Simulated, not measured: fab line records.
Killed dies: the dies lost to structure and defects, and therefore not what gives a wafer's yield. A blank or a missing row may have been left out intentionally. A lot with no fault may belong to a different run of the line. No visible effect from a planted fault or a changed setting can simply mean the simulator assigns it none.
Which tool was responsible?    flow nand_harc    7 lots with 21 wafers sampled at 4 steps, on a route of 1302 steps

WHAT THE GAUGES SHOWED, per wafer
NHARC_P_CONTACT_CD_MEAS_12: the cd target is 90 nm.
lot   measured      on         cd_nm (nm)
L370  day 6 13:18   cd_sem-02  90.6 90.2 89.7
L371  day 6 23:43   cd_sem-03  89.4 90.0 90.4
L375  day 9 00:38   cd_sem-02  89.9 89.8 89.5
L378  day 10 00:01  cd_sem-03  89.6 89.5 89.8
L380  day 10 18:17  cd_sem-01  89.7 90.1 91.0
L388  day 14 04:10  cd_sem-02  48.7 48.9 48.6
L390  day 15 07:38  cd_sem-03  59.2 58.9 58.4

EACH LOT AND THE TOOL THAT RAN IT (in order: tool; ch and the chambers of the sampled wafers; start)
lot   NHARC_P_GATE_RTA_64               NHARC_P_CONTACT_DEP_30           NHARC_P_CONTACT_EXPOSE_09
L370  rtp_anneal-02 ch 0, day 6 10:35   pecvd-04 ch 1,2, day 6 11:53     arfi_scanner-03 ch 0, day 6 13:10
L371  rtp_anneal-02 ch 0, day 6 20:58   pecvd-02 ch 0,1,2, day 6 22:17   arfi_scanner-01 ch 0, day 6 23:34
L375  rtp_anneal-02 ch 0, day 8 21:44   pecvd-02 ch 0,1, day 8 23:05     arfi_scanner-02 ch 0, day 9 00:29
L378  rtp_anneal-02 ch 0, day 9 21:10   pecvd-04 ch 0,1, day 9 22:31     arfi_scanner-01 ch 0, day 9 23:52
L380  rtp_anneal-01 ch 0, day 10 15:33  pecvd-01 ch 0,2, day 10 16:56    arfi_scanner-01 ch 0, day 10 18:09
L388  rtp_anneal-01 ch 0, day 14 01:19  pecvd-04 ch 0,1,2, day 14 02:41  arfi_scanner-03 ch 0, day 14 04:01
L390  rtp_anneal-02 ch 0, day 15 04:46  pecvd-04 ch 0,1,2, day 15 06:06  arfi_scanner-03 ch 0, day 15 07:29
- NHARC_P_GATE_RTA_64: time 1 s.
- NHARC_P_CONTACT_DEP_30: deposits SiNx, target thk 30 nm.
- NHARC_P_CONTACT_EXPOSE_09: exposes mask P CA, target cd 90 nm.

THE ANSWER, worked out from the rows above alone
Rule: usual is defined by the lots themselves. Put in order of their means at a reading, lots are off if they are a third of the lots or fewer, leave a main group of 4 or more, and stand apart from it by a gap of 3 or more times the standard deviation of the main group's means; of several such gaps the widest counts. The tables above print the reading to a certain number of digits; a main group whose means all agree to those digits is not used. A lot without any number at a reading at which 4 lots or more have one is off too. Where the step has rows for the other lots, those lots are counted as sound.
Off: L388, L390, at NHARC_P_CONTACT_CD_MEAS_12 (cd_nm). The main group has a mean of 89.9 nm with a standard deviation of 0.24.
If a tool, at a process step before that reading, ran all the lots that are off and no sound lot after the first of them, it fits. Those tools and the gauges at NHARC_P_CONTACT_CD_MEAS_12 are tried in the same way. Can't be told from this: 2 tools fit, pecvd-04 at NHARC_P_CONTACT_DEP_30, arfi_scanner-03 at NHARC_P_CONTACT_EXPOSE_09.

WHAT THE SIMULATOR PUT IN
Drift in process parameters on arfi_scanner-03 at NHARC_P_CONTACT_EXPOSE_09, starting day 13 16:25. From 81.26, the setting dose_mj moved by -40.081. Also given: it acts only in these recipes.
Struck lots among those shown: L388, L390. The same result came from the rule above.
